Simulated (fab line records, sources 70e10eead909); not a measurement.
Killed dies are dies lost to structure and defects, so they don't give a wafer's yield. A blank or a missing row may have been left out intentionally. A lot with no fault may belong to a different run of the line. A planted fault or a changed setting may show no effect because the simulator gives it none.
Which tool was responsible? / flow nand harc / Sampling: 11 lots, 33 wafers, 4 of 1302 route steps

WHAT THE GAUGES READ, wafer by wafer
NHARC_A_ONON_D1_THK_MEAS_02: measures by ellipsometry. Usual: thk nm reads 1000 nm (standard deviation 7.9).
lot=L742; measured=day 9 07:07; on=film metro-02; thk nm (nm)=1000 1000 999; flag=
lot=L741; measured=day 9 07:05; on=film metro-01; thk nm (nm)=998 998 995; flag=
lot=L743; measured=day 9 21:11; on=film metro-02; thk nm (nm)=994 995 995; flag=
lot=L744; measured=day 10 05:03; on=film metro-01; thk nm (nm)=992 990 992; flag=
lot=L745; measured=day 10 16:02; on=film metro-02; thk nm (nm)=998 998 998; flag=
lot=L751; measured=day 13 18:35; on=film metro-02; thk nm (nm)=833 998 835; flag=OFF
lot=L755; measured=day 14 22:02; on=film metro-01; thk nm (nm)=827 993 828; flag=OFF
lot=L756; measured=day 15 07:34; on=film metro-01; thk nm (nm)=1008 1006 1007; flag=
lot=L758; measured=day 15 22:09; on=film metro-01; thk nm (nm)=1006 1005 1005; flag=
lot=L760; measured=day 16 16:25; on=film metro-01; thk nm (nm)=996 996 997; flag=
lot=L761; measured=day 17 11:33; on=film metro-01; thk nm (nm)=1021 1022 1020; flag=

WHAT TOOL EACH LOT RAN ON (gives the tool, then ch and the chambers of the sampled wafers, and finally the start)
lot=L742; NHARC_P_BONDPAD_ETCH_24=rie diel-12 ch 1,2,3, day 8 06:50 or earlier; NHARC_A_ZERO_WELL_DESCUM_12=rie diel-13 ch 1,2,3, day 8 06:50; NHARC_A_ONON_D1_DEP_00=pecvd onon-03 ch 0, day 9 06:43
lot=L741; NHARC_P_BONDPAD_ETCH_24=rie diel-04 ch 0,2,3, day 8 07:49 or earlier; NHARC_A_ZERO_WELL_DESCUM_12=rie diel-13 ch 1,2,3, day 8 07:49; NHARC_A_ONON_D1_DEP_00=pecvd onon-02 ch 0, day 9 06:38
lot=L743; NHARC_P_BONDPAD_ETCH_24=rie diel-12 ch 0,1,3, day 8 22:25 or earlier; NHARC_A_ZERO_WELL_DESCUM_12=rie diel-02 ch 0,2, day 8 22:25; NHARC_A_ONON_D1_DEP_00=pecvd onon-01 ch 0, day 9 20:47
lot=L744; NHARC_P_BONDPAD_ETCH_24=rie diel-12 ch 0,2,3, day 9 00:08; NHARC_A_ZERO_WELL_DESCUM_12=rie diel-02 ch 1,2, day 9 03:46; NHARC_A_ONON_D1_DEP_00=pecvd onon-01 ch 0, day 10 04:32
lot=L745; NHARC_P_BONDPAD_ETCH_24=rie diel-04 ch 0,1,2, day 9 13:26 or earlier; NHARC_A_ZERO_WELL_DESCUM_12=rie diel-09 ch 0,1,2, day 9 13:26; NHARC_A_ONON_D1_DEP_00=pecvd onon-02 ch 0, day 10 15:35
lot=L751; NHARC_P_BONDPAD_ETCH_24=rie diel-10 ch 0,1,3, day 12 21:46 or earlier; NHARC_A_ZERO_WELL_DESCUM_12=rie diel-02 ch 0,1,2, day 12 21:46; NHARC_A_ONON_D1_DEP_00=pecvd onon-01 ch 0, day 13 18:04
lot=L755; NHARC_P_BONDPAD_ETCH_24=rie diel-10 ch 0,2, day 13 21:51 or earlier; NHARC_A_ZERO_WELL_DESCUM_12=rie diel-02 ch 0,3, day 13 21:51; NHARC_A_ONON_D1_DEP_00=pecvd onon-01 ch 0, day 14 21:31
lot=L756; NHARC_P_BONDPAD_ETCH_24=rie diel-10 ch 1,2,3, day 14 06:46 or earlier; NHARC_A_ZERO_WELL_DESCUM_12=rie diel-02 ch 1,2,3, day 14 06:46; NHARC_A_ONON_D1_DEP_00=pecvd onon-02 ch 0, day 15 07:04
lot=L758; NHARC_P_BONDPAD_ETCH_24=rie diel-10 ch 0,1, day 14 23:58 or earlier; NHARC_A_ZERO_WELL_DESCUM_12=rie diel-02 ch 0,2,3, day 14 23:58; NHARC_A_ONON_D1_DEP_00=pecvd onon-02 ch 0, day 15 21:38
lot=L760; NHARC_P_BONDPAD_ETCH_24=rie diel-12 ch 0,1, day 15 18:31 or earlier; NHARC_A_ZERO_WELL_DESCUM_12=rie diel-09 ch 0,1,3, day 15 18:31; NHARC_A_ONON_D1_DEP_00=pecvd onon-03 ch 0, day 16 16:02
lot=L761; NHARC_P_BONDPAD_ETCH_24=rie diel-12 ch 0,2,3, day 16 08:38 or earlier; NHARC_A_ZERO_WELL_DESCUM_12=rie diel-02 ch 1,3, day 16 08:38; NHARC_A_ONON_D1_DEP_00=pecvd onon-02 ch 0, day 17 11:02
- NHARC_P_BONDPAD_ETCH_24: etches the open film in CF4/N2, target depth 30 nm, time 72.99 s.
- NHARC_A_ZERO_WELL_DESCUM_12: chemistry O2, time 3 s.
- NHARC_A_ONON_D1_DEP_00: target thk 1000 nm.

WHAT THE TOOLS THEMSELVES READ (means of the sampled wafers that have a number; where no wafer has one, the mark that the record gives instead)
NHARC_P_BONDPAD_ETCH_24. Usual: drypump motor current A 5.8 A, standard deviation 0.53; mfc ar sccm 150.1 sccm, standard deviation 0.43; oes product au 0.998 a.u., standard deviation 0.0083; rf vpp V 314.2 V, standard deviation 2; showerhead plenum p Torr 2.62 Torr, standard deviation 0.1; throttle valve pct 19.794 %, standard deviation 0.0089.
lot=L742; tool=rie diel-12; drypump motor current A (A)=6.2; mfc ar sccm (sccm)=150.0; oes product au (a.u.)=0.997; rf vpp V (V)=315.3; showerhead plenum p Torr (Torr)=2.69; throttle valve pct (%)=19.793; flag=
lot=L741; tool=rie diel-04; drypump motor current A (A)=5.8; mfc ar sccm (sccm)=149.8; oes product au (a.u.)=1.000; rf vpp V (V)=313.0; showerhead plenum p Torr (Torr)=2.53; throttle valve pct (%)=19.789; flag=
lot=L743; tool=rie diel-12; drypump motor current A (A)=5.6; mfc ar sccm (sccm)=150.4; oes product au (a.u.)=0.994; rf vpp V (V)=315.4; showerhead plenum p Torr (Torr)=2.63; throttle valve pct (%)=19.804; flag=
lot=L744; tool=rie diel-12; drypump motor current A (A)=5.7; mfc ar sccm (sccm)=150.5; oes product au (a.u.)=0.994; rf vpp V (V)=314.1; showerhead plenum p Torr (Torr)=2.67; throttle valve pct (%)=19.796; flag=
lot=L745; tool=rie diel-04; drypump motor current A (A)=5.8; mfc ar sccm (sccm)=150.2; oes product au (a.u.)=0.982; rf vpp V (V)=313.2; showerhead plenum p Torr (Torr)=2.53; throttle valve pct (%)=19.796; flag=
lot=L751; tool=rie diel-10; drypump motor current A (A)=6.0; mfc ar sccm (sccm)=150.1; oes product au (a.u.)=0.998; rf vpp V (V)=314.6; showerhead plenum p Torr (Torr)=2.63; throttle valve pct (%)=19.798; flag=
lot=L755; tool=rie diel-10; drypump motor current A (A)=6.2; mfc ar sccm (sccm)=150.1; oes product au (a.u.)=1.006; rf vpp V (V)=317.0; showerhead plenum p Torr (Torr)=2.75; throttle valve pct (%)=19.794; flag=
lot=L756; tool=rie diel-10; drypump motor current A (A)=6.0; mfc ar sccm (sccm)=149.4; oes product au (a.u.)=0.998; rf vpp V (V)=315.8; showerhead plenum p Torr (Torr)=2.71; throttle valve pct (%)=19.789; flag=
lot=L758; tool=rie diel-10; drypump motor current A (A)=5.8; mfc ar sccm (sccm)=150.3; oes product au (a.u.)=1.012; rf vpp V (V)=314.2; showerhead plenum p Torr (Torr)=2.66; throttle valve pct (%)=19.794; flag=
lot=L760; tool=rie diel-12; drypump motor current A (A)=5.2; mfc ar sccm (sccm)=149.9; oes product au (a.u.)=1.006; rf vpp V (V)=314.6; showerhead plenum p Torr (Torr)=2.62; throttle valve pct (%)=19.792; flag=
lot=L761; tool=rie diel-12; drypump motor current A (A)=5.7; mfc ar sccm (sccm)=150.2; oes product au (a.u.)=1.002; rf vpp V (V)=315.0; showerhead plenum p Torr (Torr)=2.66; throttle valve pct (%)=19.796; flag=

NHARC_A_ZERO_WELL_DESCUM_12. Usual: drypump motor current A 5.8 A, standard deviation 0.5; mfc ar sccm 0.005 sccm, standard deviation 0.0091; oes product au 0.997 a.u., standard deviation 0.0071; rf vpp V 57.6 V, standard deviation 0.81; showerhead plenum p Torr 1.91 Torr, standard deviation 0.075; throttle valve pct 11.312 %, standard deviation 0.0093.
lot=L742; tool=rie diel-13; drypump motor current A (A)=5.6; mfc ar sccm (sccm)=0.024; oes product au (a.u.)=0.998; rf vpp V (V)=57.2; showerhead plenum p Torr (Torr)=1.93; throttle valve pct (%)=11.312; flag=
lot=L741; tool=rie diel-13; drypump motor current A (A)=5.6; mfc ar sccm (sccm)=0.024; oes product au (a.u.)=0.999; rf vpp V (V)=57.2; showerhead plenum p Torr (Torr)=1.93; throttle valve pct (%)=11.313; flag=
lot=L743; tool=rie diel-02; drypump motor current A (A)=5.7; mfc ar sccm (sccm)=0.006; oes product au (a.u.)=1.005; rf vpp V (V)=57.6; showerhead plenum p Torr (Torr)=1.92; throttle valve pct (%)=11.315; flag=
lot=L744; tool=rie diel-02; drypump motor current A (A)=6.3; mfc ar sccm (sccm)=0.006; oes product au (a.u.)=1.004; rf vpp V (V)=57.3; showerhead plenum p Torr (Torr)=1.96; throttle valve pct (%)=11.302; flag=
lot=L745; tool=rie diel-09; drypump motor current A (A)=5.8; mfc ar sccm (sccm)=0.000; oes product au (a.u.)=0.997; rf vpp V (V)=58.8; showerhead plenum p Torr (Torr)=1.91; throttle valve pct (%)=11.316; flag=
lot=L751; tool=rie diel-02; drypump motor current A (A)=6.0; mfc ar sccm (sccm)=0.006; oes product au (a.u.)=1.001; rf vpp V (V)=57.4; showerhead plenum p Torr (Torr)=1.94; throttle valve pct (%)=11.310; flag=
lot=L755; tool=rie diel-02; drypump motor current A (A)=5.9; mfc ar sccm (sccm)=0.000; oes product au (a.u.)=0.994; rf vpp V (V)=57.6; showerhead plenum p Torr (Torr)=1.91; throttle valve pct (%)=11.308; flag=
lot=L756; tool=rie diel-02; drypump motor current A (A)=5.9; mfc ar sccm (sccm)=0.006; oes product au (a.u.)=0.992; rf vpp V (V)=57.0; showerhead plenum p Torr (Torr)=1.89; throttle valve pct (%)=11.308; flag=
lot=L758; tool=rie diel-02; drypump motor current A (A)=5.6; mfc ar sccm (sccm)=0.006; oes product au (a.u.)=0.995; rf vpp V (V)=57.0; showerhead plenum p Torr (Torr)=1.87; throttle valve pct (%)=11.312; flag=
lot=L760; tool=rie diel-09; drypump motor current A (A)=5.7; mfc ar sccm (sccm)=0.003; oes product au (a.u.)=0.995; rf vpp V (V)=57.5; showerhead plenum p Torr (Torr)=1.93; throttle valve pct (%)=11.317; flag=
lot=L761; tool=rie diel-02; drypump motor current A (A)=6.4; mfc ar sccm (sccm)=0.000; oes product au (a.u.)=0.988; rf vpp V (V)=58.0; showerhead plenum p Torr (Torr)=1.94; throttle valve pct (%)=11.312; flag=

NHARC_A_ONON_D1_DEP_00. Usual: susceptor temp C reads 399.99 C (standard deviation 0.2).
lot=L742; tool=pecvd onon-03; susceptor temp C (C)=400.00; flag=
lot=L741; tool=pecvd onon-02; susceptor temp C (C)=399.99; flag=
lot=L743; tool=pecvd onon-01; susceptor temp C (C)=400.17; flag=
lot=L744; tool=pecvd onon-01; susceptor temp C (C)=399.82; flag=
lot=L745; tool=pecvd onon-02; susceptor temp C (C)=399.85; flag=
lot=L751; tool=pecvd onon-01; susceptor temp C (C)=400.03; flag=
lot=L755; tool=pecvd onon-01; susceptor temp C (C)=400.08; flag=
lot=L756; tool=pecvd onon-02; susceptor temp C (C)=399.76; flag=
lot=L758; tool=pecvd onon-02; susceptor temp C (C)=399.90; flag=
lot=L760; tool=pecvd onon-03; susceptor temp C (C)=400.16; flag=
lot=L761; tool=pecvd onon-02; susceptor temp C (C)=400.24; flag=

THE ANSWER, worked out from the rows above alone
Rule: take the mean of a lot's wafers that have a number; if it is more than 3 standard deviations from the usual mean, the lot is off. A lot without any number at a reading at which 4 lots or more have one is off too. The other lots that the step has rows for count as sound. The gauges are gone through in route order, then the tools' own readings, and for those a lot's mean is taken as printed above. The first step at which some lot is off is used, and at that step the reading that is off furthest; a lot without a number counts as furthest.
Off: L751, L755, at NHARC_A_ONON_D1_THK_MEAS_02 (thk nm).
A tool fits if, at a process step before that reading, it ran every lot that is off, and no sound lot after the first of them. Those tools and the gauges at NHARC_A_ONON_D1_THK_MEAS_02 are tried in the same way. Because NHARC_P_BONDPAD_ETCH_24 lacks a start for some lots, the hours and order of its lots are taken from NHARC_A_ZERO_WELL_DESCUM_12. One fits: NHARC_A_ONON_D1_DEP_00 on pecvd onon-01. A fault onset in the window from L744 (day 10 04:32, its last sound lot) to L751 (day 13 18:04, its first lot off) fits.

WHAT THE SIMULATOR HAD PUT IN
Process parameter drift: pecvd onon-01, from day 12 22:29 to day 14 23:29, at NHARC_A_ONON_D1_DEP_00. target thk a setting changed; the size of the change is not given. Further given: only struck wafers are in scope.
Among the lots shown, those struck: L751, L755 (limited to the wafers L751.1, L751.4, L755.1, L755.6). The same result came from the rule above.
